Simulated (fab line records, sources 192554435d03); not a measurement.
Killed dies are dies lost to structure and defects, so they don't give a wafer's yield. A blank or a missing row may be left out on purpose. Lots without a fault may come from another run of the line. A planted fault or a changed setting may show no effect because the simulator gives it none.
Which tool did it? | flow n5_finfet | 10 lots, 30 wafers sampled, at 2 steps of a route of 1938

WHAT THE GAUGES READ, wafer by wafer
N5_PASSIVATION_CD_MEAS_44: target cd 40000 nm. Usual: cd_nm 40002 nm, standard deviation 3.9.
lot  | measured     | on        | cd_nm (nm)        | flag
L106 | day 12 21:47 | cd_sem-02 | 40001 39998 40000 |
L105 | day 13 00:24 | cd_sem-03 | 40000 39997 40005 |
L109 | day 13 19:11 | cd_sem-01 | 40000 40004 39997 |
L107 | day 13 20:16 | cd_sem-01 | 40007 40001 40000 |
L110 | day 14 00:07 | cd_sem-02 | 40004 40000 40002 |
L111 | day 14 07:07 | cd_sem-02 | 40004 40001 40004 |
L115 | day 15 13:19 | cd_sem-02 | 39999 39999 39997 |
L114 | day 15 13:16 | cd_sem-03 | 40001 40006 40003 |
L116 | day 15 20:39 | cd_sem-03 | 40002 40007 40009 |
L124 | day 17 21:40 | cd_sem-01 | 40001 40000 39996 |

WHICH TOOL RAN EACH LOT (tool, then ch and the chambers of the sampled wafers, then the start)
lot  | N5_BEOL_M5_ETCH_68
L106 | rie_diel-06 ch 0,1, day 8 14:16
L105 | rie_diel-01 ch 1,3, day 8 16:59
L109 | rie_diel-06 ch 0,3, day 9 12:53
L107 | rie_diel-06 ch 0,1, day 9 13:17
L110 | rie_diel-06 ch 0,1, day 10 01:59
L111 | rie_diel-06 ch 0,1, day 10 07:44
L115 | rie_diel-06 ch 0,2,3, day 11 01:53
L114 | rie_diel-06 ch 2,3, day 11 10:25
L116 | rie_diel-06 ch 1,2,3, day 11 18:59
L124 | rie_diel-05 ch 0,1,2, day 13 13:46
- N5_BEOL_M5_ETCH_68: etches SOC in N2/H2, target depth 80 nm, overetch 16 nm, time 120 s.

WHAT THE TOOLS THEMSELVES READ (means of the sampled wafers that have a number; where no wafer has one, the mark that the record gives instead)
N5_BEOL_M5_ETCH_68. Usual: drypump_motor_current_A 5.9 A, standard deviation 0.4; n2_flow_sccm 200.0 sccm, standard deviation 0.61; oes_product_au 0.58 a.u., standard deviation 0.064; rf_vpp_V 523.7 V, standard deviation 2.7; showerhead_plenum_p_Torr 2.54 Torr, standard deviation 0.1; throttle_valve_pct 17.9 %, standard deviation 0.32.
lot  | tool        | drypump_motor_current_A (A) | n2_flow_sccm (sccm) | oes_product_au (a.u.) | rf_vpp_V (V) | showerhead_plenum_p_Torr (Torr) | throttle_valve_pct (%) | flag
L106 | rie_diel-06 | 5.5                         | 200.7               | 0.57                  | 524.2        | 2.53                            | 17.9                   |
L105 | rie_diel-01 | 5.9                         | 199.5               | 0.55                  | 524.1        | 2.54                            | 18.0                   |
L109 | rie_diel-06 | 5.9                         | 200.9               | 0.57                  | 523.6        | 2.54                            | 18.2                   |
L107 | rie_diel-06 | 5.4                         | 200.4               | 0.55                  | 523.0        | 2.52                            | 17.8                   |
L110 | rie_diel-06 | 5.4                         | 199.3               | 0.55                  | 523.8        | 2.52                            | 17.8                   |
L111 | rie_diel-06 | 5.5                         | 199.4               | 0.56                  | 523.3        | 2.53                            | 18.0                   |
L115 | rie_diel-06 | 5.8                         | 200.2               | 0.57                  | 522.4        | 2.47                            | 18.2                   |
L114 | rie_diel-06 | 6.0                         | 200.5               | 0.57                  | 521.5        | 2.47                            | 18.2                   |
L116 | rie_diel-06 | 5.7                         | 199.7               | 0.56                  | 521.6        | 2.45                            | 18.0                   |
L124 | rie_diel-05 | 6.2                         | 199.6               | 0.64                  | 526.7        | 2.64                            | 17.6                   |

THE ANSWER, worked out from the rows above alone
Rule: a lot is off if the mean of its wafers that have a number lies more than 3 standard deviations from the usual mean. A lot without any number at a reading at which 4 lots or more have one is off too. The other lots that the step has rows for count as sound. The gauges are gone through in route order, then the tools' own readings, and for those a lot's mean is taken as printed above. The first step at which some lot is off is used, and at that step the reading that is off furthest; a lot without a number counts as furthest.
No lot is off at any reading shown: from this, nothing can be told.

WHAT THE SIMULATOR HAD PUT IN
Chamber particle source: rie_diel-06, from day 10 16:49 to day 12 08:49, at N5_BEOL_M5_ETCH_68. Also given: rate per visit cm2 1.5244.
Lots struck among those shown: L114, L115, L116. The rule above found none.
